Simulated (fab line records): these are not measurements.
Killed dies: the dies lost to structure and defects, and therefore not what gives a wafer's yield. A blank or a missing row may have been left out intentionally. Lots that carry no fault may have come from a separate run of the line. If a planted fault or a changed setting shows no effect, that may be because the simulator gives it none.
fab line records	flow n5_finfet
record lots=5	wafers=15	last_day=18
route steps=1938 shown BEOL_M2@848 BEOL_M4@1111 PASSIVATION@1936
lots that met no fault: taken from a fault-free run of the same line
start_h: start of the lot's first displayed wafer, in hours after the record's first day	wait_h: time in hours since the lot's previous step	" the same as in the row above	L1.1+2: one row covering several wafers at once	- no value present, or no start provided	* or withheld: withheld	< > ~ a bound
route shown NAME@n: a module of which the file shows steps, and the number in the route of the first	usual: mean/standard deviation of fault-free wafers	same: alike in all rows	chamber/n: place in a boat	sites: each site's reading	_std_site: standard deviation across them	_edge_site: outer sites' mean less inner sites'	radius_mm: for every site, how far away it sits from the centre of the wafer	mask NAME#n: copy n	behind: tool/chamber where the wafer was last shaped	hold: cause of the lot's hold/its duration in hours/its outcome	device: the n, p or np transistor that did not switch	end of line: the tests these same wafers got at the end of their route	a step with no rows: only its recipe	killed: count of dies lost to structure and defects at first sort (not the wafer's yield)	map: per-die view of a wafer (x killed, . not killed, _ where there is no die)
set.NAME: setting as actually run; set.NAME@STEP: the setting as run at that earlier step	model.NAME: the simulator's own value behind a step, which no gauge read
lots at selected steps of the route; one table per step, one row per wafer
services: from which hour (start_h, from the record's first day; less than 0 if before it) a tool's chamber was out of use, for how many hours, and why
## steps
# step N5_BEOL_M2_COAT_05
# recipe resist=CAR-EUV	spin_rpm=1500	resist_thk_nm=30
# step N5_BEOL_M2_EBR_07
# recipe solvent=PGMEA	ebr_width_mm=1.5
# step N5_BEOL_M2_SOFTBAKE_06
# recipe temp_c=110	time_s=60	resist=CAR-EUV
# step N5_BEOL_M2_EXPOSE_08
# recipe mask_id=M2	na=0.33	source_shape=dipole	sigma_inner=0.369	sigma_outer=0.767	polarization=unpolarized	dose_mj=41.25
# step N5_BEOL_M2_PEB_09
# recipe peb_temp_c=100	peb_time_s=60	resist=CAR-EUV
# step N5_BEOL_M2_DEVELOP_10
# recipe develop_time_s=30	developer=TMAH	resist=CAR-EUV	rinse_liquid=surfactant_rinse	dry=air_spin	dev_temp_c=23
# step N5_BEOL_M2_CD_MEAS_11
# recipe target_cd_nm=16.79	landing_energy_ev=500	detector=se_inlens	polarity=opening
# usual cd_nm=16.85/0.23
lot.wafer	tool	chamber	start_h	wait_h	cd_nm
L453.1	cd_sem-01	0	134.31	-	16.92
L453.2	"	0	"	"	17.07
L453.5	"	0	"	"	16.57
L460.1	cd_sem-02	0	173.38	-	16.92
L460.4	"	0	"	"	16.73
L460.6	"	0	"	"	16.79
L472.3	cd_sem-03	0	261.40	-	16.82
L472.4	"	0	"	"	16.62
L472.5	"	0	"	"	17.11
L473.1	cd_sem-02	0	268.57	-	16.76
L473.2	"	0	"	"	16.81
L473.4	"	0	"	"	16.71
L475.1	cd_sem-02	0	273.18	-	17.09
L475.2	"	0	"	"	16.86
L475.3	"	0	"	"	17.20
# step N5_BEOL_M2_OVL_MEAS_12
# recipe points_per_wafer=522
# usual M2_OVL=-0.5/0.56
lot.wafer	tool	chamber	start_h	wait_h	M2_OVL[nm]
L453.1	overlay-02	0	134.35	0.0	-1.5
L453.2	"	0	"	"	-1.4
L453.5	"	0	"	"	-0.9
L460.1	overlay-01	0	173.41	0.0	-0.7
L460.4	"	0	"	"	-0.5
L460.6	"	0	"	"	-0.3
L472.3	overlay-01	0	261.44	0.0	-0.2
L472.4	"	0	"	"	-0.2
L472.5	"	0	"	"	-0.8
L473.1	overlay-01	0	268.60	0.0	-0.7
L473.2	"	0	"	"	-2.2
L473.4	"	0	"	"	-1.4
L475.1	overlay-02	0	273.21	0.0	0.7
L475.2	"	0	"	"	-1.2
L475.3	"	0	"	"	-0.1
# step N5_BEOL_M2_INSPECT_13
# recipe mode=adi	inspect_instrument=brightfield
# usual raw_defect_count=400/81
lot.wafer	tool	chamber	start_h	wait_h	raw_defect_count
L453.1	defect_inspect-02	-	134.40	0.1	308
L453.2	"	-	"	"	468
L453.5	"	-	"	"	348
L460.1	defect_inspect-02	-	173.47	0.1	326
L460.4	"	-	"	"	361
L460.6	"	-	"	"	388
L472.3	defect_inspect-01	-	261.49	0.0	523
L472.4	"	-	"	"	534
L472.5	"	-	"	"	416
L473.1	defect_inspect-01	-	268.66	0.1	333
L473.2	"	-	"	"	289
L473.4	"	-	"	"	330
L475.1	defect_inspect-01	-	273.27	0.1	487
L475.2	"	-	"	"	506
L475.3	"	-	"	"	403
# step N5_BEOL_M2_DESCUM_16
# recipe chemistry=O2	time_s=7	source_power_w=50	bias_power_w=20	pressure_mtorr=20	rf_frequency_hz=2.712e+07	temp_c=40	resist=CAR-EUV	o2_flow_sccm=225
# usual chamber_pressure_mTorr=19.998/0.017	drypump_motor_current_A=5.7/0.38	oes_product_au=0.82/0.096	rf_vpp_V=243.4/1.3	showerhead_plenum_p_Torr=2.12/0.063	throttle_valve_pct=20.40/0.2
# same time_s=7
lot.wafer	tool	chamber	start_h	wait_h	chamber_pressure_mTorr	drypump_motor_current_A	oes_product_au	rf_hours_counter_h	rf_vpp_V	showerhead_plenum_p_Torr	throttle_valve_pct
L453.1	rie_diel-05	1	134.58	0.2	19.960	6.1	0.93	22	243.8	2.15	20.17
L453.2	"	2	"	"	19.995	5.7	0.79	107	243.9	2.20	20.39
L453.5	"	3	"	"	19.998	6.1	0.70	-	244.3	2.05	20.48
L460.1	rie_diel-06	3	173.63	0.2	19.979	5.7	0.90	21	243.8	2.12	20.01
L460.4	"	2	"	"	19.996	6.4	0.92	-	244.5	2.16	20.34
L460.6	"	0	"	"	20.022	5.3	0.68	-	241.6	1.99	20.49
L472.3	rie_diel-04	1	261.67	0.2	20.012	5.4	0.99	4	244.2	2.15	20.24
L472.4	"	0	"	"	20.023	5.3	0.88	-	244.2	2.15	20.41
L472.5	"	2	"	"	20.009	5.8	0.79	-	244.4	2.20	20.61
L473.1	rie_diel-06	3	268.69	0.0	20.034	5.7	0.84	52	243.2	2.11	20.05
L473.2	"	2	"	"	19.987	6.4	0.86	44	245.2	2.15	20.39
L473.4	"	0	"	"	19.977	5.3	0.66	239	241.4	1.98	20.53
L475.1	rie_diel-04	0	273.54	0.3	20.000	5.3	0.87	27	244.4	2.15	20.41
L475.2	"	2	"	"	19.996	5.9	0.79	145	244.5	2.19	20.63
L475.3	"	1	"	"	20.013	5.4	0.96	9	241.9	2.14	20.25
# step N5_BEOL_M2_ETCH_74
# recipe chemistry=N2/H2	target=underlayer	target_depth_a=65	mask_material=CAR-EUV	time_s=5.2	ion_energy_ev=200	pressure_mtorr=30	source_w=840	bias_w=150	n2_flow_sccm=200	h2_flow_sccm=200	ends=cleared
# usual chamber_pressure_mTorr=30.00/0.039	drypump_motor_current_A=5.7/0.39	etch_rf_on_time_s=5.18/0.14	oes_product_au=0.70/0.084	rf_vpp_V=524.8/2.4	showerhead_plenum_p_Torr=2.58/0.074	throttle_valve_pct=17.80/0.27
lot.wafer	tool	chamber	start_h	wait_h	chamber_pressure_mTorr	drypump_motor_current_A	etch_rf_on_time_s	oes_product_au	rf_hours_counter_h	rf_vpp_V	showerhead_plenum_p_Torr	throttle_valve_pct
L453.1	rie_diel-05	1	134.61	0.0	29.97	6.1	5.01	0.79	22	523.6	2.60	17.45
L453.2	"	2	"	"	29.96	5.7	5.17	0.68	107	527.1	2.69	18.00
L453.5	"	3	"	"	30.02	6.1	5.24	0.59	-	525.1	2.53	18.20
L460.1	rie_diel-06	3	173.67	0.0	30.07	5.7	5.15	0.77	21	527.0	2.60	17.51
L460.4	"	2	"	"	30.00	6.4	5.15	0.82	-	525.1	2.58	17.44
L460.6	"	0	"	"	30.07	5.3	5.38	0.57	-	520.7	2.40	17.80
L472.3	rie_diel-04	1	261.70	0.0	29.99	5.4	5.08	0.82	4	523.8	2.62	17.89
L472.4	"	0	"	"	30.00	5.3	5.02	0.77	-	525.9	2.58	17.66
L472.5	"	2	"	"	30.09	5.9	5.18	0.67	-	528.3	2.64	17.82
L473.1	rie_diel-06	3	268.73	0.0	29.94	5.7	5.11	0.71	52	525.1	2.59	17.57
L473.2	"	2	"	"	29.95	6.4	5.16	0.76	44	524.3	2.57	17.48
L473.4	"	0	"	"	30.05	5.4	5.37	0.56	239	520.8	2.39	17.88
L475.1	rie_diel-04	0	273.57	0.0	29.99	5.3	5.00	0.77	27	526.6	2.58	17.66
L475.2	"	2	"	"	30.03	5.9	5.17	0.67	145	528.5	2.64	17.83
L475.3	"	1	"	"	29.98	5.4	5.07	0.82	9	526.8	2.62	17.91
# step N5_BEOL_M2_ETCH_63
# recipe chemistry=CF4	target=SiARC	target_depth_a=156	mask_material=CAR-EUV	time_s=26	ion_energy_ev=80	pressure_mtorr=40	source_w=545	bias_w=36	Ar_flow_sccm=100	cf4_flow_sccm=100	ends=cleared
# usual chamber_pressure_mTorr=40.00/0.038	drypump_motor_current_A=5.7/0.38	etch_rf_on_time_s=25.9/0.73	oes_product_au=0.70/0.083	rf_vpp_V=184.3/1.2	showerhead_plenum_p_Torr=2.17/0.056	throttle_valve_pct=15.57/0.25
lot.wafer	tool	chamber	start_h	wait_h	chamber_pressure_mTorr	drypump_motor_current_A	etch_rf_on_time_s	oes_product_au	rf_hours_counter_h	rf_vpp_V	showerhead_plenum_p_Torr	throttle_valve_pct
L453.1	rie_diel-05	1	134.63	0.0	40.01	6.1	25.5	0.78	23	185.2	2.19	15.24
L453.2	"	2	"	"	39.95	5.7	25.7	0.67	107	186.2	2.25	15.60
L453.5	"	3	"	"	39.91	6.1	26.6	0.60	-	184.1	2.12	15.82
L460.1	rie_diel-06	3	173.69	0.0	40.01	5.7	25.7	0.77	21	184.7	2.18	15.26
L460.4	"	2	"	"	39.98	6.4	26.2	0.81	-	185.8	2.18	15.28
L460.6	"	0	"	"	40.06	5.3	27.1	0.57	-	183.3	2.06	15.82
L472.3	rie_diel-04	1	261.72	0.0	40.01	5.4	25.8	0.82	4	185.0	2.19	15.33
L472.4	"	0	"	"	39.99	5.3	25.6	0.78	-	184.1	2.18	15.47
L472.5	"	2	"	"	39.97	5.8	25.9	0.67	-	185.9	2.24	15.79
L473.1	rie_diel-06	3	268.75	0.0	40.05	5.7	25.3	0.72	52	184.6	2.17	15.33
L473.2	"	2	"	"	39.99	6.4	26.2	0.76	44	185.8	2.16	15.31
L473.4	"	0	"	"	39.97	5.3	27.1	0.56	239	180.9	2.05	15.90
L475.1	rie_diel-04	0	273.59	0.0	39.89	5.3	25.6	0.77	27	184.2	2.18	15.52
L475.2	"	2	"	"	39.96	5.9	25.9	0.67	145	183.9	2.24	15.79
L475.3	"	1	"	"	40.08	5.4	25.4	0.82	9	183.4	2.19	15.34
# step N5_BEOL_M2_ETCH_64
# recipe chemistry=N2/H2	target=SOC	target_depth_a=750	overetch_a=225	mask_material=SiARC	temp_c=40	time_s=121.9	ion_energy_ev=200	pressure_mtorr=30	source_w=840	bias_w=150	n2_flow_sccm=200	h2_flow_sccm=200
# usual chamber_pressure_mTorr=29.998/0.029	drypump_motor_current_A=5.7/0.39	oes_product_au=0.62/0.073	rf_vpp_V=524.8/2.2	showerhead_plenum_p_Torr=2.58/0.074	throttle_valve_pct=17.76/0.27
# same time_s=121.9
lot.wafer	tool	chamber	start_h	wait_h	chamber_pressure_mTorr	drypump_motor_current_A	oes_product_au	rf_hours_counter_h	rf_vpp_V	showerhead_plenum_p_Torr	throttle_valve_pct	model.SiARC_of_BEOL_M2_COAT_62.thk_nm	model.BEOL_M2.cd_offset_nm
L453.1	rie_diel-05	1	134.66	0.0	29.977	6.1	0.68	23	525.4	2.60	17.37	6.2	0
L453.2	"	2	"	"	30.008	5.6	0.60	107	527.7	2.69	17.95	6	-0.2
L453.5	"	3	"	"	29.990	6.1	0.54	-	522.5	2.53	18.17	6.4	0.4
L460.1	rie_diel-06	3	173.71	0.0	30.020	5.7	0.68	21	526.5	2.60	17.47	6.4	0.4
L460.4	"	2	"	"	30.017	6.4	0.73	-	526.6	2.58	17.40	4	0.6
L460.6	"	0	"	"	30.015	5.4	0.52	-	519.2	2.40	17.77	6.8	0
L472.3	rie_diel-04	1	261.75	0.0	29.991	5.4	0.73	4	524.5	2.62	17.83	6.4	0
L472.4	"	0	"	"	29.993	5.3	0.68	-	525.8	2.58	17.61	6	-0.4
L472.5	"	2	"	"	29.952	5.9	0.60	-	526.8	2.64	17.80	6.2	-0.4
L473.1	rie_diel-06	3	268.77	0.0	30.002	5.7	0.62	52	523.9	2.59	17.54	6.2	0
L473.2	"	2	"	"	29.995	6.4	0.67	44	523.8	2.57	17.45	6	-0.6
L473.4	"	0	"	"	30.009	5.3	0.51	239	520.8	2.39	17.83	6.8	-0.4
L475.1	rie_diel-04	0	273.61	0.0	29.973	5.3	0.66	27	526.9	2.58	17.61	6	0.2
L475.2	"	2	"	"	30.013	5.9	0.59	145	526.2	2.64	17.80	6.4	-0.2
L475.3	"	1	"	"	30.094	5.4	0.71	9	526.1	2.62	17.86	6.4	0.6
# step N5_BEOL_M2_STRIP_65
# recipe chemistry=N2/H2	temp_c=40	n2_flow_sccm=200	h2_flow_sccm=200	rf_frequency_hz=6e+07
# step N5_BEOL_M2_STRIP_75
# recipe chemistry=N2/H2	temp_c=40	n2_flow_sccm=200	h2_flow_sccm=200	rf_frequency_hz=6e+07
# step N5_BEOL_M2_STRIP_66
# recipe chemistry=CF4	resist=SiARC	power_w=300	bias_power_w=75	pressure_mtorr=50	cf4_flow_sccm=150	rf_frequency_hz=6e+07
# usual chamber_pressure_mTorr=50.00/0.049	drypump_motor_current_A=5.7/0.38	oes_product_au=0.81/0.094	rf_vpp_V=271.7/1.4	showerhead_plenum_p_Torr=1.82/0.053	throttle_valve_pct=13.56/0.27
lot.wafer	tool	chamber	start_h	wait_h	chamber_pressure_mTorr	drypump_motor_current_A	oes_product_au	rf_hours_counter_h	rf_vpp_V	showerhead_plenum_p_Torr	throttle_valve_pct
L453.1	rie_diel-05	1	134.79	0.0	50.02	6.1	0.89	23	271.3	1.84	13.21
L453.2	"	2	"	"	49.99	5.7	0.77	107	273.1	1.90	13.65
L453.5	"	3	"	"	50.07	6.1	0.69	-	268.9	1.78	13.84
L460.1	rie_diel-06	3	173.85	0.0	49.97	5.7	0.88	21	273.0	1.84	13.24
L460.4	"	2	"	"	49.98	6.4	0.94	-	271.1	1.83	13.25
L460.6	"	0	"	"	50.00	5.4	0.69	-	270.4	1.71	13.77
L472.3	rie_diel-04	1	261.88	0.0	50.02	5.4	0.95	4	271.4	1.85	13.31
L472.4	"	0	"	"	49.96	5.3	0.88	-	272.5	1.82	13.40
L472.5	"	2	"	"	49.99	5.9	0.78	-	271.6	1.88	13.77
L473.1	rie_diel-06	3	268.91	0.0	50.01	5.7	0.83	52	270.7	1.83	13.31
L473.2	"	2	"	"	50.01	6.4	0.88	44	272.1	1.82	13.31
L473.4	"	0	"	"	50.01	5.3	0.66	239	269.9	1.70	13.84
L475.1	rie_diel-04	0	273.75	0.0	50.01	5.3	0.88	27	272.6	1.82	13.41
L475.2	"	2	"	"	50.01	5.8	0.77	145	272.6	1.88	13.80
L475.3	"	1	"	"	49.87	5.4	0.92	9	271.2	1.85	13.33
# step N5_BEOL_M2_HM_OPEN_17
# recipe chemistry=Cl2/BCl3	target_depth_a=200	overetch_a=60	target=TiN	mask_material=SOC	ion_energy_ev=150	pressure_mtorr=10	icp_w=1000	bias_w=126	Cl2_flow_sccm=53.25	bcl3_flow_sccm=21.75	Ar_flow_sccm=25
# usual chamber_pressure_mTorr=10.000/0.01	drypump_motor_current_A=5.64/0.26	oes_product_au=0.68/0.12	throttle_valve_pct=22.44/0.19
lot.wafer	tool	chamber	start_h	wait_h	chamber_pressure_mTorr	drypump_motor_current_A	oes_product_au	rf_hours_counter_h	throttle_valve_pct	model.BEOL_M2.cd_offset_nm
L453.1	rie_metal-03	1	134.83	0.0	10.007	5.46	0.66	40	22.28	-0.2
L453.2	"	0	"	"	9.990	5.98	0.53	115	22.60	-0.2
L453.5	"	1	"	"	9.990	5.47	0.66	-	22.28	0.2
L460.1	rie_metal-02	0	173.89	0.0	9.997	5.27	0.52	125	22.45	0.4
L460.4	"	0	"	"	9.989	5.27	0.52	-	22.44	0.6
L460.6	"	0	"	"	9.996	5.28	0.52	-	22.43	0.2
L472.3	rie_metal-02	1	261.95	0.1	10.005	5.80	0.74	-	22.32	-0.2
L472.4	"	0	"	"	10.007	5.27	0.80	-	22.02	-0.8
L472.5	"	0	"	"	10.014	5.27	0.80	-	22.02	-0.8
L473.1	rie_metal-03	0	268.95	0.0	10.019	5.97	0.85	0	22.27	-0.2
L473.2	"	1	"	"	10.001	5.46	0.64	53	22.31	-0.8
L473.4	"	1	"	"	9.998	5.43	0.62	-	22.33	-0.6
L475.1	rie_metal-03	1	273.79	0.0	10.010	5.47	0.63	54	22.28	-0.2
L475.2	"	0	"	"	10.012	5.99	0.87	1	22.26	-0.2
L475.3	"	1	"	"	10.006	5.46	0.62	-	22.30	0.4
# step N5_BEOL_M2_STRIP_19
# recipe chemistry=O2	power_w=400	temp_c=40	pressure_mtorr=30	rf_frequency_hz=6e+07	bias_power_w=0	overash_fraction=0.2	o2_flow_sccm=225
# usual chamber_pressure_mTorr=30.001/0.027	drypump_motor_current_A=5.7/0.37	oes_product_au=0.81/0.095	rf_vpp_V=3.7/0.47	showerhead_plenum_p_Torr=2.13/0.061	throttle_valve_pct=16.64/0.22
lot.wafer	tool	chamber	start_h	wait_h	chamber_pressure_mTorr	drypump_motor_current_A	oes_product_au	rf_hours_counter_h	rf_vpp_V	showerhead_plenum_p_Torr	throttle_valve_pct
L453.1	rie_diel-04	3	134.94	0.1	29.983	5.4	0.73	215	3.8	2.07	16.90
L453.2	"	1	"	"	30.026	5.4	0.73	215	4.3	2.16	16.80
L453.5	"	3	"	"	29.979	5.3	0.73	-	3.8	2.07	16.92
L460.1	rie_diel-05	0	174.34	0.4	29.993	5.3	0.93	10	4.1	2.07	16.54
L460.4	"	3	"	"	29.996	6.1	0.68	232	3.8	2.05	16.82
L460.6	"	1	"	"	30.008	6.1	0.90	-	3.7	2.15	16.37
L472.3	rie_diel-05	0	262.22	0.2	29.986	5.4	0.86	40	3.2	2.06	16.60
L472.4	"	0	"	"	29.977	5.4	0.85	-	3.9	2.06	16.58
L472.5	"	1	"	"	29.993	6.1	0.86	-	4.4	2.14	16.43
L473.1	rie_diel-04	2	269.20	0.2	29.954	5.9	0.78	143	2.9	2.20	16.84
L473.2	"	1	"	"	30.002	5.4	0.96	8	3.5	2.15	16.42
L473.4	"	1	"	"	29.963	5.4	0.97	-	4.0	2.15	16.42
L475.1	rie_diel-05	2	274.02	0.2	30.039	5.7	0.75	157	3.8	2.18	16.76
L475.2	"	1	"	"	30.024	6.1	0.85	67	2.8	2.14	16.42
L475.3	"	0	"	"	29.985	5.4	0.85	45	4.0	2.05	16.63
# step N5_BEOL_M4_RC_MEAS_101
# usual DIBL_N=36.1/2	DIBL_P=36.3/2.5	IOFF_N=0.16/0.037	IOFF_P=0.21/0.039	ION_N=678/15	ION_P=465/8.7	SS_N=71.4/0.7	SS_P=73.3/0.74	VT_N=249/3.6	VT_P=-250.0/2.9
lot.wafer	tool	chamber	start_h	wait_h	DIBL_N[mV/V]	DIBL_P[mV/V]	IOFF_N[nA/um]	IOFF_P[nA/um]	ION_N[uA/um]	ION_P[uA/um]	SS_N[mV/dec]	SS_P[mV/dec]	VT_N[mV]	VT_P[mV]
L453.1	prober-01	0	161.69	0.0	31.8	31.0	0.10	0.17	634	453	70.5	72.0	260	-250.3
L453.2	"	0	"	"	34.2	35.5	0.14	0.24	680	479	70.6	72.9	250	-245.0
L453.5	"	0	"	"	35.8	36.3	0.16	0.25	672	478	72.1	72.9	249	-243.9
L460.1	prober-02	0	199.62	0.0	37.1	37.3	0.16	0.24	682	471	71.7	73.8	250	-248.0
L460.4	"	0	"	"	38.9	40.3	0.18	0.29	664	462	72.1	74.2	249	-248.7
L460.6	"	0	"	"	34.2	32.8	0.11	0.17	653	449	70.5	72.2	255	-251.8
L472.3	prober-02	0	308.58	0.3	34.3	35.7	0.13	0.20	681	470	70.7	73.4	254	-250.4
L472.4	"	0	"	"	34.2	35.2	0.14	0.20	667	456	70.6	72.8	250	-253.2
L472.5	"	0	"	"	38.5	40.9	0.22	0.27	704	481	71.8	73.7	245	-248.8
L473.1	prober-02	0	318.63	0.0	37.6	38.3	0.21	0.28	701	476	71.8	74.5	244	-245.1
L473.2	"	0	"	"	37.0	35.8	0.17	0.23	676	458	71.6	73.8	248	-251.4
L473.4	"	0	"	"	37.3	36.7	0.19	0.25	683	461	71.7	73.7	244	-249.8
L475.1	prober-01	0	324.98	0.0	38.4	39.4	0.22	0.26	686	464	72.2	73.9	245	-245.6
L475.2	"	0	"	"	32.9	33.3	0.13	0.17	672	465	70.0	73.2	248	-249.2
L475.3	"	0	"	"	33.2	33.9	0.13	0.19	685	481	70.8	72.1	249	-251.4
# step N5_PASSIVATION_PROBE_49
# usual defect_limited_yield=91.1/1.3	killed_at_M0_to_M3=32/9.7	killed_at_M4_up=16/6	killed_at_contacts=12/5.9	killed_at_front_end=41/11	killed_at_other=4/3.1	killed_dies=104/16	killed_open=68/12	killed_short=34/7.4	sort_bin_5_function=5.1/0.85	sort_bin_6_memory=3.3/0.66	sort_bin_8_speed=0.1/0.53	sort_n_pass=1075/16	sort_yield_pct=91.1/1.4
# same gross_dies=1180	killed_at_back_side=0	sort_bin_4_leakage[%]=0
lot.wafer	tool	chamber	start_h	wait_h	defect_limited_yield[%]	killed_at_M0_to_M3	killed_at_M4_up	killed_at_contacts	killed_at_front_end	killed_at_other	killed_dies	killed_open	killed_short	sort_bin_5_function[%]	sort_bin_6_memory[%]	sort_bin_8_speed[%]	sort_n_pass	sort_yield_pct[%]
L460.1	prober-01	-	321.37	0.0	91.8	27	22	15	31	2	97	61	34	4.6	3.5	0	1083	91.8
L460.6	prober-01	-	321.62	0.3	93.6	29	11	2	32	2	76	52	24	4.2	2.1	0	1104	93.6
# killed by level:class
L460.1 MOL_CONTACT_COAG:geometric_particle:open=12 STI_FIN_REVEAL:geometric_particle:open=8 BEOL_M0_SAQP:geometric_particle:open=8 BEOL_M1:geometric_particle:short=7 BEOL_M5:geometric_particle:open=7 BEOL_M4:geometric_particle:open=5 STI_FIN_REVEAL:geometric_particle:short=4 FIN_SAQP:geometric_particle:short=3
L460.6 FIN_SAQP:geometric_particle:open=10 BEOL_M0_SAQP:geometric_particle:open=10 BEOL_M2:geometric_particle:open=8 BEOL_M5:geometric_particle:open=4 BEOL_M0_SAQP:geometric_particle:short=4 STI_FIN_REVEAL:geometric_particle:open=3 GATE_CUT:geometric_particle:short=3 BEOL_M1:geometric_particle:short=3
## services
tool	chamber	start_h	hours	kind
rie_metal-03	-	119.00	2.8	pm
rie_diel-06	2	127.08	-	clean
rie_diel-06	2	127.08	-	consumable_replace:focus_ring
rie_diel-06	2	127.08	14.0	scheduled_down
rie_diel-05	0	167.07	5.0	repair
rie_diel-04	2	175.54	3.6	repair
rie_diel-05	1	183.42	12.0	repair
rie_metal-03	0	188.68	12.9	repair
rie_diel-04	0	197.28	-	clean
rie_diel-04	0	197.28	-	consumable_replace:focus_ring
rie_diel-04	0	197.28	12.2	scheduled_down
rie_diel-04	0	197.28	12.2	vent_cycle
rie_diel-05	-	205.16	0.7	repair
rie_diel-05	-	218.37	0.1	repair
rie_diel-04	1	229.60	-	clean
rie_diel-04	1	229.60	-	consumable_replace:focus_ring
rie_diel-04	1	229.60	21.3	scheduled_down
rie_diel-04	1	229.60	21.3	vent_cycle
rie_diel-05	3	242.46	40.9	repair
rie_diel-04	3	250.90	-	clean
rie_diel-04	3	250.90	-	consumable_replace:focus_ring
rie_diel-04	3	250.90	25.0	scheduled_down
rie_diel-04	3	250.90	25.0	vent_cycle
rie_diel-04	1	252.29	3.0	repair
## key
first_sign none at tools or gauges
model_effect step=N5_BEOL_M2_ETCH_64	value=SiARC_of_BEOL_M2_COAT_62.thk_nm	without=6	struck=4
model_effect step=N5_BEOL_M2_HM_OPEN_17	value=BEOL_M2.cd_offset_nm	without=-0.2	struck=0.6
met_at N5_BEOL_M2_ETCH_64
struck_wafers L460.4
fault kind=process_parameter_drift	tool=rie_diel-06	chamber=-	onset_h=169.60	steps=N5_BEOL_M2_ETCH_64	channel=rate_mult	offset=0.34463	shape=step	end_h=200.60	scope=struck_wafers_only
